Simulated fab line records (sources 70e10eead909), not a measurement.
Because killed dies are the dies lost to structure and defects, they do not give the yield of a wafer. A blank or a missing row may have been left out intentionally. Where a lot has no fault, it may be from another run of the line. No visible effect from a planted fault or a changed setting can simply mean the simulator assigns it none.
Chamber matching / flow nand-harc / NHARC_P_M2_CMP_23 on cmp-01: 4 sister chambers
The step polishes, t overpolish 20 s, target thk 144.3 nm. 7 wafers are shown with their chamber, then 7 later ones without.

WAFERS PAIRED WITH THEIR CHAMBERS
wafer=L077.1; chamber=1; motor-current-A (A)=11.4; time-to-endpoint-s (s)=21.4
wafer=L078.1; chamber=0; motor-current-A (A)=11.7; time-to-endpoint-s (s)=26.6
wafer=L078.5; chamber=1; motor-current-A (A)=11.4; time-to-endpoint-s (s)=27.3
wafer=L086.2; chamber=3; motor-current-A (A)=14.2; time-to-endpoint-s (s)=29.1
wafer=L086.6; chamber=2; motor-current-A (A)=12.2; time-to-endpoint-s (s)=24.8
wafer=L091.3; chamber=2; motor-current-A (A)=11.4; time-to-endpoint-s (s)=23.7
wafer=L091.4; chamber=0; motor-current-A (A)=11.8; time-to-endpoint-s (s)=25.5

WAFERS WHOSE CHAMBER IS MISSING
wafer=L091.6; motor-current-A (A)=11.7; time-to-endpoint-s (s)=24.0
wafer=L093.1; motor-current-A (A)=11.0; time-to-endpoint-s (s)=26.4
wafer=L093.3; motor-current-A (A)=14.3; time-to-endpoint-s (s)=29.3
wafer=L093.6; motor-current-A (A)=12.5; time-to-endpoint-s (s)=28.1
wafer=L096.2; motor-current-A (A)=10.7; time-to-endpoint-s (s)=28.9
wafer=L096.4; motor-current-A (A)=14.9; time-to-endpoint-s (s)=32.0
wafer=L096.6; motor-current-A (A)=12.1; time-to-endpoint-s (s)=28.7

WHICH CHAMBER EACH ONE RAN IN
wafer=L091.6; from the rows above=can't be placed: 2 or 0 or 1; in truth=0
wafer=L093.1; from the rows above=can't be placed: 1 or 0 or 2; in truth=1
wafer=L093.3; from the rows above=3; in truth=3
wafer=L093.6; from the rows above=can't be placed: 0 or 2 or 1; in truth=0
wafer=L096.2; from the rows above=can't be placed: 1 or 0 or 2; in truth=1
wafer=L096.4; from the rows above=3; in truth=3
wafer=L096.6; from the rows above=can't be placed: 0 or 2 or 1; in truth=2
2 of 7 placed correctly. Unplaceable from these rows: 5, with the true chamber sitting among the candidates in 5. Number placed wrongly: 0.
How it was worked out, from the rows above alone: a wafer's distance from a chamber is the root of the sum, over the readings, of the square of ((its reading less the chamber's mean) divided by the reading's scatter). The wafer belongs to the nearest chamber; if the next one is less than 2 further off, it can't be placed. A chamber's mean is the mean of its shown wafers. The scatter: the root of (the sum of the squares of (reading less its chamber's mean) over the shown wafers, divided by (wafers less chambers)).
